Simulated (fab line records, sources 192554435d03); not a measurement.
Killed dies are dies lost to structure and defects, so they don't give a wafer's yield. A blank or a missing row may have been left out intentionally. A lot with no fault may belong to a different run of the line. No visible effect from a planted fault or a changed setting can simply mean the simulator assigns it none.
fab line records	flow n5Finfet
record: lots: 7	wafers: 39
route steps=1938 shown FIN_SAQP@130 SD_EPI_N@278 MOL_CONTACT_COAG@624 BEOL_M0_SAQP@636 BEOL_M1@838 BEOL_M4@1067 BEOL_M5@1112
startH: hours from the record's first day to the start of the lot's first wafer shown	waitH: hours since the lot's step before	" repeats the value in the row above	L1.1+2: a single row standing in for several wafers	- either no value or no given start	* or withheld: withheld	< > ~ a bound
route shown NAME@n: NAME is a module with steps in the file, n the number in the route of the first one	usual: the fault-free wafers' mean and standard deviation	same: alike in all rows	chamber/n: place in a boat	sites: readings site by site	_std_site: how widely they spread, as a standard deviation	_edge_site: outer sites' mean less inner sites'	radiusMm: for every site, how far away it sits from the centre of the wafer	mask NAME#n: copy n	behind: the most recent tool/chamber to have shaped the wafer	hold: why the lot was held/for how many hours/how that ended	device: the n, p or np transistor that did not switch	end of line: tests run on the same wafers once the route is complete	for a step that has no rows: nothing shown but its recipe	killed: dies that structure and defects cost at the first sort, which is not the same as the wafer's yield	map: shows each die of a wafer: x if killed, . if not, _ if none is there
set.NAME: setting as actually run; set.NAME@STEP: the setting as run at that earlier step	model.NAME: the simulator's own value behind a step, which no gauge read
lots with deliberately changed settings; one table per step, one row per wafer
== steps ==
step: N5_FIN_SAQP_ETCH_65
recipe: chemistry: CF4	target: SiO2	targetDepthA: 40	ionEnergyEv: 350	timeS: 4.4	pressureMtorr: 10	icpW: 800	biasW: 400	cf4FlowSccm: 80
lot.wafer	tool	chamber	startH	waitH	set.timeS	model.etch.depthNm
L080.1	rieSi-04	3	59.93	0.1	5.496	5.05
L080.2	"	1	"	"	4.4	4.036
L080.3	"	2	"	"	5.496	5.032
L080.4	"	0	"	"	5.496	4.977
L080.5	"	1	"	"	4.4	3.993
L080.6	"	0	"	"	4.4	4.002
L081.1	rieSi-04	0	66.10	0.1	4.4	3.986
L081.2	"	2	"	"	4.4	4.016
L081.3	"	3	"	"	4.4	4.042
L081.4	"	1	"	"	4.4	4.014
L081.5	"	3	"	"	4.4	4.039
L081.6	"	0	"	"	4.4	3.998
L083.1	rieSi-02	2	78.05	0.1	6.356	5.773
L083.2	"	1	"	"	4.4	3.951
L083.3	"	0	"	"	6.356	5.743
L083.4	"	3	"	"	6.356	5.666
L083.5	"	3	"	"	4.4	3.914
L083.6	"	0	"	"	4.4	3.934
L085.1	rieSi-04	0	91.73	0.1	1.859	1.698
L085.2	"	3	"	"	4.4	4.059
L085.3+6	"	2,3	"	"	4.4	4.072
L085.4	"	1	"	"	1.859	1.706
L085.5	"	2	"	"	1.859	1.719
L087.1+3	rieSi-04	1,3	103.98	0.1	4.4	4.029
L087.2	"	2	"	"	4.4	4.007
L087.4	"	0	"	"	4.4	3.999
L087.5	"	1	"	"	4.4	4.05
L087.6	"	2	"	"	4.4	4.014
L091.1	rieSi-03	2	126.54	0.1	2.2	1.989
L091.2	"	0	"	"	2.2	1.964
L091.3	"	3	"	"	4.4	3.931
L091.4	"	1	"	"	4.4	3.993
L091.5	"	3	"	"	2.2	1.955
L091.6	"	2	"	"	4.4	4.023
L092.1	rieSi-02	0	133.21	0.1	4.4	4.012
L092.4	"	2	"	"	4.4	4.043
L092.6	"	2	"	"	4.4	4.018
step: N5_SD_EPI_N_ETCH_45
recipe: chemistry: CH3F/O2	target: SiOCN	targetDepthA: 60	maskMaterial: SOC	ionEnergyEv: 60	biasW: 29	pressureMtorr: 15	sourceW: 410	Ar_flow_sccm: 150	CH3F_flow_sccm: 30	O2_flow_sccm: 20
lot.wafer	tool	chamber	startH	waitH	set.targetDepthA	model.etch.depthNm
L080.1	rieDiel-02	1	84.03	0.1	60	5.952
L080.2	"	2	"	"	31.98	3.253
L080.3	"	3	"	"	31.98	3.115
L080.4	"	0	"	"	31.98	3.128
L080.5	"	0	"	"	60	5.859
L080.6	"	3	"	"	60	5.851
L081.1	rieDiel-04	3	90.23	0.1	60	6.054
L081.2	"	1	"	"	33.55	3.314
L081.3	"	0	"	"	60	5.99
L081.4	"	2	"	"	33.55	3.424
L081.5	"	1	"	"	60	5.955
L081.6	"	2	"	"	33.55	3.403
L083.1	rieDiel-06	3	102.10	0.1	50.23	5.106
L083.2	"	1	"	"	60	6.011
L083.3	"	2	"	"	60	5.945
L083.4	"	0	"	"	50.23	5.011
L083.5	"	1	"	"	50.23	5.035
L083.6	"	0	"	"	60	6.012
L085.1	rieDiel-04	3	120.23	0.1	60	6.015
L085.2	"	0	"	"	60	5.933
L085.3	"	2	"	"	34.54	3.477
L085.4	"	2	"	"	34.54	3.495
L085.5	"	0	"	"	60	5.925
L085.6	"	3	"	"	34.54	3.485
L087.1	rieDiel-06	2	128.04	0.1	69.55	6.94
L087.2	"	1	"	"	60	6.05
L087.3	"	0	"	"	69.55	6.944
L087.4	"	3	"	"	60	6.156
L087.5	"	3	"	"	60	6.179
L087.6	"	0	"	"	69.55	6.96
L091.1	rieDiel-04	1	150.58	0.1	60	5.918
L091.2	"	3	"	"	60	6.099
L091.3	"	2	"	"	75.15	7.639
L091.4	"	2	"	"	60	6.117
L091.5	"	3	"	"	75.15	7.603
L091.6	"	1	"	"	75.15	7.434
L092.1	rieDiel-04	0	159.19	0.1	60	5.991
L092.4	"	0	"	"	60	5.916
L092.6	"	2	"	"	60	6.009
step: N5_MOL_CONTACT_COAG_CVD_140
recipe: material: W	targetThkA: 665	mode: selectiveFill	tempC: 300	timeS: 215
lot.wafer	tool	chamber	startH	waitH	set.targetThkA	model.W_of_MOL_CONTACT_COAG_CVD_140.thkNm
L080.1+3	cvdW-02	0	135.85	0.1	665	65.8
L080.2	"	1	"	"	665	66.2
L080.4	"	1	"	"	665	66.6
L080.5+6	"	0,1	"	"	665	66
L081.1	cvdW-02	0	141.07	0.1	665	67.4
L081.2	"	1	"	"	829.6	83.8
L081.3	"	1	"	"	829.6	83.6
L081.4	"	0	"	"	665	66.8
L081.5	"	0	"	"	829.6	83.4
L081.6	"	1	"	"	665	67.6
L083.1	cvdW-01	1	150.80	0.1	665	65.6
L083.2	"	0	"	"	665	67.2
L083.3	"	0	"	"	856.1	85.8
L083.4	"	1	"	"	856.1	85.4
L083.5	"	0	"	"	856.1	86.4
L083.6	"	1	"	"	665	66.8
L085.1	cvdW-01	0	170.54	0.1	830.9	84.2
L085.2	"	1	"	"	830.9	83.8
L085.3	"	0	"	"	665	68.6
L085.4	"	1	"	"	665	67.2
L085.5	"	1	"	"	665	67.8
L085.6	"	0	"	"	830.9	85
L087.1	cvdW-02	0	178.88	0.1	665	66.8
L087.2	"	1	"	"	665	67.4
L087.3	"	1	"	"	665	67.2
L087.4+5	"	0	"	"	665	67
L087.6	"	1	"	"	665	66.4
L091.1+2+6	cvdW-01	1,0,1	205.15	0.1	526.7	52.6
L091.3	"	1	"	"	665	66
L091.4	"	0	"	"	665	66.4
L091.5	"	0	"	"	665	66.2
L092.1	cvdW-02	0	209.35	0.1	665	65.6
L092.4	"	1	"	"	665	65
L092.6	"	0	"	"	665	65.8
step: N5_MOL_CONTACT_COAG_PRECLEAN_127
recipe: chemistry: DIW	timeS: 57.5	tempC: 23
step: N5_MOL_CONTACT_COAG_SRD_128
recipe: dryTimeS: 32	dry: n2Spin	spinRpm: 1500
step: N5_MOL_CONTACT_COAG_CMP_52
recipe: stopOn: SiO2	tOverpolishS: 1.5	postCmpClean: wDiluteNh4oh	downForcePsi: 4	platenRpm: 50.289	padVelocityMS: 1.0006	targetThkNm: 66.5
lot.wafer	tool	chamber	startH	waitH	set.targetThkA@MOL_CONTACT_COAG_CVD_140	model.W_of_MOL_CONTACT_COAG_CVD_140.thkNm
L080.3+1	cmp-02	3,2	136.17	0.0	665	65.8
L080.4	"	0	"	"	665	66.6
L080.2	"	1	"	"	665	66.2
L080.6+5	"	3,0	"	"	665	66
L081.2	cmp-01	1	141.39	0.0	829.6	67.6
L081.1	"	2	"	"	665	67.4
L081.4	"	3	"	"	665	66.8
L081.3	"	0	"	"	829.6	66
L081.5	"	1	"	"	829.6	67.2
L081.6	"	2	"	"	665	65.8
L083.2	cmp-04	0	151.12	0.0	665	67.2
L083.1	"	1	"	"	665	65.6
L083.4	"	2	"	"	856.1	66
L083.3+5	"	3,0	"	"	856.1	65.6
L083.6	"	1	"	"	665	66.8
L085.3	cmp-01	0	170.86	0.0	665	67
L085.1	"	1	"	"	830.9	67.4
L085.2	"	2	"	"	830.9	65.6
L085.4	"	3	"	"	665	67.2
L085.6	"	0	"	"	830.9	67
L085.5	"	1	"	"	665	66.2
L087.1	cmp-04	3	179.20	0.0	665	66.8
L087.2	"	0	"	"	665	67.4
L087.3	"	1	"	"	665	67.2
L087.4+5	"	2,3	"	"	665	67
L087.6	"	0	"	"	665	66.4
L091.2+1+6	cmp-02	0,3,0	205.76	0.0	526.7	52.6
L091.3	"	1	"	"	665	66
L091.4	"	2	"	"	665	66.4
L091.5	"	1	"	"	665	66.2
L092.4	cmp-04	0	209.75	0.1	665	65
L092.1	"	1	"	"	665	65.6
L092.6	"	3	"	"	665	65.8
step: N5_BEOL_M0_SAQP_PECVD_96
recipe: material: a-Si	targetThkA: 450	tempC: 350	precursor: SiH4/He	pressureTorr: 3	rfW: 100	timeS: 45.2
lot.wafer	tool	chamber	startH	waitH	set.timeS	model.a-Si_of_BEOL_M0_SAQP_PECVD_96.thkNm
L080.1	pecvd-01	2	143.84	0.0	61.38	61.4
L080.2	"	1	"	"	61.38	61.6
L080.3	"	0	"	"	45.2	44.8
L080.4	"	2	"	"	61.38	62
L080.5+6	"	0,1	"	"	45.2	45.4
L081.1	pecvd-04	2	147.50	0.0	45.2	44.8
L081.2	"	1	"	"	45.2	45.2
L081.3	"	0	"	"	45.2	45
L081.4+5	"	2,0	"	"	45.2	45.4
L081.6	"	1	"	"	45.2	46
L083.1	pecvd-01	0	157.78	0.0	25.43	25.6
L083.2	"	2	"	"	45.2	45
L083.3	"	1	"	"	45.2	44.6
L083.4	"	1	"	"	25.43	26.2
L083.5	"	0	"	"	45.2	45.2
L083.6	"	2	"	"	25.43	26.4
L085.1	pecvd-01	1	175.09	0.0	45.2	44.8
L085.2	"	2	"	"	62.91	62.6
L085.3	"	0	"	"	45.2	45.2
L085.4	"	2	"	"	62.91	63.4
L085.5	"	1	"	"	45.2	45.6
L085.6	"	0	"	"	62.91	63
L087.1	pecvd-04	1	184.90	0.0	31	30.8
L087.2	"	2	"	"	45.2	44.6
L087.3+5	"	0,1	"	"	45.2	45.4
L087.4	"	0	"	"	31	31.4
L087.6	"	2	"	"	31	30.6
L091.1	pecvd-03	1	211.09	0.0	45.2	44.4
L091.2	"	0	"	"	45.2	44.6
L091.3	"	2	"	"	45.2	45.4
L091.4+6	"	2,1	"	"	64.22	64.4
L091.5	"	0	"	"	64.22	64.8
L092.1+6	pecvd-03	2,1	214.28	0.0	45.2	44.6
L092.4	"	2	"	"	45.2	45.6
step: N5_BEOL_M0_SAQP_PECVD_97
recipe: material: SiNx	targetThkA: 230	tempC: 350	precursor: SiH4/NH3/N2	pressureTorr: 1.5	rfW: 300	timeS: 19.9
step: N5_BEOL_M0_SAQP_PECVD_04
recipe: material: a-Si	targetThkA: 600	tempC: 350	precursor: SiH4/He	pressureTorr: 3	rfW: 100	timeS: 60.2
step: N5_BEOL_M0_SAQP_ETCH_101
recipe: chemistry: CH3F/O2	target: SiNx	maskMaterial: SiO2	targetDepthA: 299	timeS: 42.7	pressureMtorr: 30	sourceW: 395	biasW: 73	Ar_flow_sccm: 150	CH3F_flow_sccm: 30	O2_flow_sccm: 20	ionEnergyEv: 120
step: N5_BEOL_M0_SAQP_ETCH_102
recipe: chemistry: CF4	target: SiO2	targetDepthA: 40	ionEnergyEv: 350	timeS: 4.4	pressureMtorr: 10	icpW: 800	biasW: 400	cf4FlowSccm: 80
step: N5_BEOL_M0_SAQP_MANDREL_ETCH_103
recipe: chemistry: HBr/Cl2	target: a-Si	targetDepthA: 450	btTimeS: 10	stopOn: SiCN	maskMaterial: SiO2	overEtchFrac: 0.8	timeS: 27	pressureMtorr: 10	icpW: 800	biasW: 75	HBr_flow_sccm: 150	Cl2_flow_sccm: 80	ends: endPoint
usual: oesProductAu: 0.687/0.0079
lot.wafer	tool	chamber	startH	waitH	set.timeS@BEOL_M0_SAQP_PECVD_96	oesProductAu	model.etch.depthNm
L080.1	rieSi-01	0	146.46	0.0	61.38	0.843	61.35
L080.2	"	2	"	"	61.38	0.829	61.55
L080.3	"	3	"	"	45.2	0.681	44.89
L080.4	"	1	"	"	61.38	0.831	61.96
L080.5	"	1	"	"	45.2	0.686	45.37
L080.6	"	0	"	"	45.2	0.690	45.38
L081.1	rieSi-05	1	150.06	0.0	45.2	0.683	44.72
L081.2	"	2	"	"	45.2	0.688	45.11
L081.3	"	0	"	"	45.2	0.701	44.93
L081.4	"	3	"	"	45.2	0.689	45.38
L081.5	"	1	"	"	45.2	0.684	45.44
L081.6	"	2	"	"	45.2	0.693	45.93
L083.1	rieSi-06	3	160.98	0.0	25.43	0.514	25.61
L083.2	"	0	"	"	45.2	0.684	44.92
L083.3	"	2	"	"	45.2	0.680	44.62
L083.4	"	1	"	"	25.43	0.519	26.14
L083.5	"	1	"	"	45.2	0.687	45.21
L083.6	"	2	"	"	25.43	0.514	26.38
L085.1	rieSi-05	2	177.70	0.0	45.2	0.680	44.82
L085.2	"	1	"	"	62.91	0.837	62.59
L085.3	"	0	"	"	45.2	0.697	45.2
L085.4	"	2	"	"	62.91	0.855	63.4
L085.5	"	0	"	"	45.2	0.701	45.67
L085.6	"	1	"	"	62.91	0.844	63.06
L087.1	rieSi-06	2	188.88	0.0	31	0.556	30.8
L087.2	"	1	"	"	45.2	0.690	44.58
L087.3	"	0	"	"	45.2	0.694	45.38
L087.4	"	1	"	"	31	0.568	31.48
L087.5	"	0	"	"	45.2	0.691	45.35
L087.6	"	2	"	"	31	0.553	30.65
L091.1	rieSi-06	2	215.07	0.0	45.2	0.670	44.38
L091.2	"	1	"	"	45.2	0.686	44.56
L091.3	"	0	"	"	45.2	0.686	45.34
L091.4	"	3	"	"	64.22	0.857	64.5
L091.5	"	3	"	"	64.22	0.864	64.81
L091.6	"	0	"	"	64.22	0.857	64.32
L092.1	rieSi-06	3	216.71	0.0	45.2	0.676	44.62
L092.4	"	0	"	"	45.2	0.689	45.56
L092.6	"	1	"	"	45.2	0.685	44.53
step: N5_BEOL_M1_DEP_57
recipe: material: SiCN	targetThkA: 80	tempC: withheld	precursor: 3MS/NH3	pressureTorr: 3	rfW: 202	timeS: 14
lot.wafer	tool	chamber	startH	waitH	set.targetThkA	model.SiCN_of_BEOL_M1_DEP_57.thkNm
L080.1+3	pecvd-04	0,2	164.82	0.0	80	8
L080.2+4+5+6	"	1,1,0,2	"	"	80	8.2
L081.1+2+4	pecvd-04	0,2,1	168.24	0.0	80	8
L081.3	"	1	"	"	117.9	11.8
L081.5+6	"	2,0	"	"	117.9	12
L083.1+3	pecvd-01	1,2	184.93	0.0	80	7.8
L083.2+5+6	"	0,2,0	"	"	102.8	10.2
L083.4	"	1	"	"	80	8
L085.1+2+4	pecvd-02	0,2,0	196.26	0.0	80	8.2
L085.3	"	1	"	"	56.34	5.6
L085.5+6	"	1,2	"	"	56.34	6
L087.1+2	pecvd-04	1,0	216.22	0.0	103.7	10.6
L087.3+6	"	2,0	"	"	80	8.2
L087.4	"	2	"	"	103.7	10.4
L087.5	"	1	"	"	80	8.4
L091.1+3	pecvd-02	1,0	234.62	0.0	80	8.2
L091.2+6	"	2,0	"	"	42.78	4.6
L091.4	"	2	"	"	80	8.4
L091.5	"	1	"	"	42.78	4.4
L092.1+4+6	pecvd-04	0,1,2	240.41	0.0	80	7.8
step: N5_BEOL_M4_VIA_ETCH_34
recipe: chemistry: C4F6/O2	targetDepthA: 694	maskMaterial: SOC	pressureMtorr: 15	ionEnergyEv: 250	taperDeg: 4	timeS: 65.9	sourceW: 350	biasW: 170	Ar_flow_sccm: 300	C4F6_flow_sccm: 10	O2_flow_sccm: 10
lot.wafer	tool	chamber	startH	waitH	set.targetDepthA	model.etch.depthNm	model.SOC_of_BEOL_M4_COAT_67.thkNm
L080.1	rieDiel-06	3	197.69	0.0	694	69.69	51.8
L080.2	"	1	"	"	694	68.04	52
L080.3	"	0	"	"	694	68.5	52
L080.4	"	2	"	"	329.3	32.39	56.2
L080.5	"	0	"	"	329.3	32.61	56.2
L080.6	"	3	"	"	329.3	33.15	56.2
L081.1	rieDiel-06	3	201.28	0.0	485.1	49.13	54.2
L081.2	"	1	"	"	694	69.62	51.8
L081.3+6	"	0,2	"	"	694	68.42	52
L081.4	"	2	"	"	485.1	47.76	54.2
L081.5	"	3	"	"	485.1	49.16	54.2
L083.1	rieDiel-02	0	205.91	0.0	694	70.75	51.6
L083.2	"	1	"	"	694	68.1	52
L083.3	"	2	"	"	694	70.65	51.6
L083.4	"	3	"	"	277.8	27.08	56.6
L083.5	"	0	"	"	277.8	28.33	56.4
L083.6	"	3	"	"	277.8	27.1	56.6
L085.1	rieDiel-04	3	229.65	0.0	694	69.78	51.6
L085.2	"	0	"	"	694	71.49	51.4
L085.3	"	1	"	"	694	70.37	51.6
L085.4	"	2	"	"	694	70.2	51.6
L085.5	"	0	"	"	694	71.7	51.2
L085.6	"	1	"	"	694	70.71	51.6
L087.1	rieDiel-02	2	242.39	0.0	694	69.44	51.8
L087.2	"	0	"	"	694	70.06	51.8
L087.3	"	1	"	"	1080	106.6	47.4
L087.4	"	3	"	"	1080	103.6	48
L087.5	"	0	"	"	1080	109	47.4
L087.6	"	3	"	"	694	66.64	52.2
L091.1	rieDiel-06	2	263.58	0.0	694	67.84	52
L091.2	"	1	"	"	1075	106.2	47.4
L091.3	"	0	"	"	694	67.94	52
L091.4	"	3	"	"	1075	107.8	47.4
L091.5	"	1	"	"	1075	106.7	47.6
L091.6	"	0	"	"	694	67.83	51.8
L092.1	rieDiel-04	0	265.00	0.0	694	70.28	51.6
L092.4	"	2	"	"	694	68.97	52
L092.6	"	0	"	"	694	71.29	51.6
step: N5_BEOL_M5_ILD_DEP_00
recipe: material: SiCOH_lowk	targetThkA: 1406.4	tempC: 300	precursor: DEMS/porogen	pressureTorr: 5	rfW: 500	timeS: 25.9
lot.wafer	tool	chamber	startH	waitH	set.timeS	model.SiCOH_lowk_of_BEOL_M5_ILD_DEP_00.thkNm
L080.1	pecvd-02	0	202.51	0.8	31.15	167
L080.2	"	1	"	"	25.9	139.2
L080.3	"	0	"	"	31.15	168.6
L080.4	"	1	"	"	31.15	169.6
L080.5	"	0	"	"	25.9	140.4
L080.6	"	1	"	"	25.9	143.2
L081.1	pecvd-02	0	206.72	0.8	25.9	136.6
L081.2	"	1	"	"	25.9	138
L081.3	"	1	"	"	25.9	141.8
L081.4	"	0	"	"	25.9	139.4
L081.5+6	"	1,0	"	"	25.9	139.8
L083.1	pecvd-01	0	212.22	0.8	25.9	142.2
L083.2	"	1	"	"	13.2	73.8
L083.3	"	2	"	"	25.9	141.4
L083.4+6	"	1,0	"	"	13.2	75.6
L083.5	"	2	"	"	25.9	144.2
L085.1	pecvd-01	2	234.85	0.8	32.49	175.4
L085.2	"	0	"	"	32.49	174.2
L085.3	"	1	"	"	25.9	139.2
L085.4	"	1	"	"	25.9	141.6
L085.5	"	2	"	"	32.49	178
L085.6	"	0	"	"	25.9	141.4
L087.1	pecvd-01	0	248.14	0.8	25.9	137.6
L087.2	"	1	"	"	25.9	139
L087.3	"	2	"	"	25.9	138.4
L087.4	"	1	"	"	25.9	141.8
L087.5	"	0	"	"	25.9	142
L087.6	"	2	"	"	25.9	143.2
L091.1	pecvd-01	0	269.29	0.8	25.9	140.4
L091.2	"	2	"	"	40.59	215.4
L091.3	"	1	"	"	40.59	216.4
L091.4	"	0	"	"	25.9	143.2
L091.5	"	2	"	"	40.59	219.4
L091.6	"	1	"	"	25.9	141.8
L092.1	pecvd-01	0	272.07	0.8	25.9	139.6
L092.4	"	0	"	"	25.9	143.8
L092.6	"	2	"	"	25.9	143
step: N5_BEOL_M5_CURE_79
recipe: tempC: 385	timeS: 240	ambient: He/Ar	material: SiCOH_lowk
lot.wafer	tool	chamber	startH	waitH	set.timeS@BEOL_M5_ILD_DEP_00	model.SiCOH_lowk_of_BEOL_M5_ILD_DEP_00.thkNm
L080.1	uvCure-03	2	202.59	0.1	31.15	143.8
L080.2	"	2	"	"	25.9	119.8
L080.3	"	2	"	"	31.15	145.4
L080.4	"	2	"	"	31.15	146.2
L080.5	"	2	"	"	25.9	120.8
L080.6	"	2	"	"	25.9	123.2
L081.1	uvCure-02	1	206.80	0.1	25.9	117.6
L081.2	"	1	"	"	25.9	118.8
L081.3	"	1	"	"	25.9	122
L081.4	"	1	"	"	25.9	120
L081.5+6	"	1	"	"	25.9	120.2
L083.1	uvCure-01	2	212.28	0.0	25.9	122.4
L083.2	"	2	"	"	13.2	63.2
L083.3	"	2	"	"	25.9	121.6
L083.4+6	"	2	"	"	13.2	64.8
L083.5	"	2	"	"	25.9	124
L085.1	uvCure-02	0	234.91	0.0	32.49	151.2
L085.2	"	0	"	"	32.49	150.2
L085.3	"	0	"	"	25.9	119.8
L085.4	"	0	"	"	25.9	122
L085.5	"	0	"	"	32.49	153.4
L085.6	"	0	"	"	25.9	121.8
L087.1	uvCure-01	1	248.20	0.0	25.9	118.4
L087.2	"	1	"	"	25.9	119.6
L087.3	"	1	"	"	25.9	119
L087.4	"	1	"	"	25.9	122
L087.5	"	1	"	"	25.9	122.2
L087.6	"	1	"	"	25.9	123.2
L091.1	uvCure-03	1	269.35	0.0	25.9	120.8
L091.2	"	1	"	"	40.59	186
L091.3	"	1	"	"	40.59	187
L091.4	"	1	"	"	25.9	123.2
L091.5	"	1	"	"	40.59	189.6
L091.6	"	1	"	"	25.9	122
L092.1	uvCure-03	0	272.16	0.1	25.9	120
L092.4	"	0	"	"	25.9	123.8
L092.6	"	0	"	"	25.9	123
step: N5_BEOL_M5_THK_MEAS_01
recipe: reads: SiCOH_lowk_of_BEOL_M5_ILD_DEP_00
usual: M5_ILD_THK: 120.9/1.7
lot.wafer	tool	chamber	startH	waitH	set.timeS@BEOL_M5_ILD_DEP_00	M5_ILD_THK[nm]
L080.1	filmMetro-01	-	203.10	0.4	31.15	144.0
L080.2	"	-	"	"	25.9	119.9
L080.3	"	-	"	"	31.15	145.4
L080.4	"	-	"	"	31.15	146.1
L080.5	"	-	"	"	25.9	120.8
L080.6	"	-	"	"	25.9	123.2
L081.1	filmMetro-02	-	207.32	0.4	25.9	117.6
L081.2	"	-	"	"	25.9	118.6
L081.3	"	-	"	"	25.9	122.1
L081.4	"	-	"	"	25.9	119.9
L081.5	"	-	"	"	25.9	120.2
L081.6	"	-	"	"	25.9	120.2
L083.1	filmMetro-01	-	212.81	0.4	25.9	122.4
L083.2	"	-	"	"	13.2	63.2
L083.3	"	-	"	"	25.9	121.7
L083.4	"	-	"	"	13.2	64.7
L083.5	"	-	"	"	25.9	124.0
L083.6	"	-	"	"	13.2	64.8
L085.1	filmMetro-01	-	235.42	0.4	32.49	151.3
L085.2	"	-	"	"	32.49	150.2
L085.3	"	-	"	"	25.9	119.8
L085.4	"	-	"	"	25.9	121.9
L085.5	"	-	"	"	32.49	153.4
L085.6	"	-	"	"	25.9	121.8
L087.1	filmMetro-01	-	248.71	0.4	25.9	118.4
L087.2	"	-	"	"	25.9	119.5
L087.3	"	-	"	"	25.9	119.0
L087.4	"	-	"	"	25.9	121.8
L087.5	"	-	"	"	25.9	122.3
L087.6	"	-	"	"	25.9	123.0
L091.1	filmMetro-01	-	269.86	0.4	25.9	120.9
L091.2	"	-	"	"	40.59	186.2
L091.3	"	-	"	"	40.59	186.9
L091.4	"	-	"	"	25.9	123.1
L091.5	"	-	"	"	40.59	189.7
L091.6	"	-	"	"	25.9	121.9
L092.1	filmMetro-01	-	273.15	0.8	25.9	120.1
L092.4	"	-	"	"	25.9	123.7
L092.6	"	-	"	"	25.9	123.1
== key ==
split: step: N5_FIN_SAQP_ETCH_65	setting: timeS	stated: 4.4	by: wafer
response: step: N5_FIN_SAQP_ETCH_65	reading: model.etch.depthNm	change: +0.0405	per: 1%	r: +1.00
split: step: N5_SD_EPI_N_ETCH_45	setting: targetDepthA	stated: 60	by: wafer
response: step: N5_SD_EPI_N_ETCH_45	reading: model.etch.depthNm	change: +0.0585	per: 1%	r: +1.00
split: step: N5_MOL_CONTACT_COAG_CVD_140	setting: targetThkA	stated: 665	by: wafer
response: step: N5_MOL_CONTACT_COAG_CVD_140	reading: model.W_of_MOL_CONTACT_COAG_CVD_140.thkNm	change: +0.663	per: 1%	r: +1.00
response: step: N5_MOL_CONTACT_COAG_CMP_52	reading: model.W_of_MOL_CONTACT_COAG_CVD_140.thkNm	shape: bent	atLowest: 52.6	atStated: 66.41	atHighest: 65.73
split: step: N5_BEOL_M0_SAQP_PECVD_96	setting: timeS	stated: 45.2	by: wafer
response: step: N5_BEOL_M0_SAQP_PECVD_96	reading: model.a-Si_of_BEOL_M0_SAQP_PECVD_96.thkNm	change: +0.453	per: 1%	r: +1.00
response: step: N5_BEOL_M0_SAQP_MANDREL_ETCH_103	reading: oesProductAu	change: +0.00405	per: 1%	r: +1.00
response: step: N5_BEOL_M0_SAQP_MANDREL_ETCH_103	reading: model.etch.depthNm	change: +0.452	per: 1%	r: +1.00
split: step: N5_BEOL_M1_DEP_57	setting: targetThkA	stated: 80	by: wafer
response: step: N5_BEOL_M1_DEP_57	reading: model.SiCN_of_BEOL_M1_DEP_57.thkNm	change: +0.0807	per: 1%	r: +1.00
split: step: N5_BEOL_M4_VIA_ETCH_34	setting: targetDepthA	stated: 694	by: wafer
response: step: N5_BEOL_M4_VIA_ETCH_34	reading: model.etch.depthNm	change: +0.694	per: 1%	r: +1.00
response: step: N5_BEOL_M4_VIA_ETCH_34	reading: model.SOC_of_BEOL_M4_COAT_67.thkNm	change: -0.0798	per: 1%	r: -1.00
split: step: N5_BEOL_M5_ILD_DEP_00	setting: timeS	stated: 25.9	by: wafer
response: step: N5_BEOL_M5_ILD_DEP_00	reading: model.SiCOH_lowk_of_BEOL_M5_ILD_DEP_00.thkNm	change: +1.35	per: 1%	r: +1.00
response: step: N5_BEOL_M5_CURE_79	reading: model.SiCOH_lowk_of_BEOL_M5_ILD_DEP_00.thkNm	change: +1.17	per: 1%	r: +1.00
response: step: N5_BEOL_M5_THK_MEAS_01	reading: M5_ILD_THK	change: +1.17	per: 1%	r: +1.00
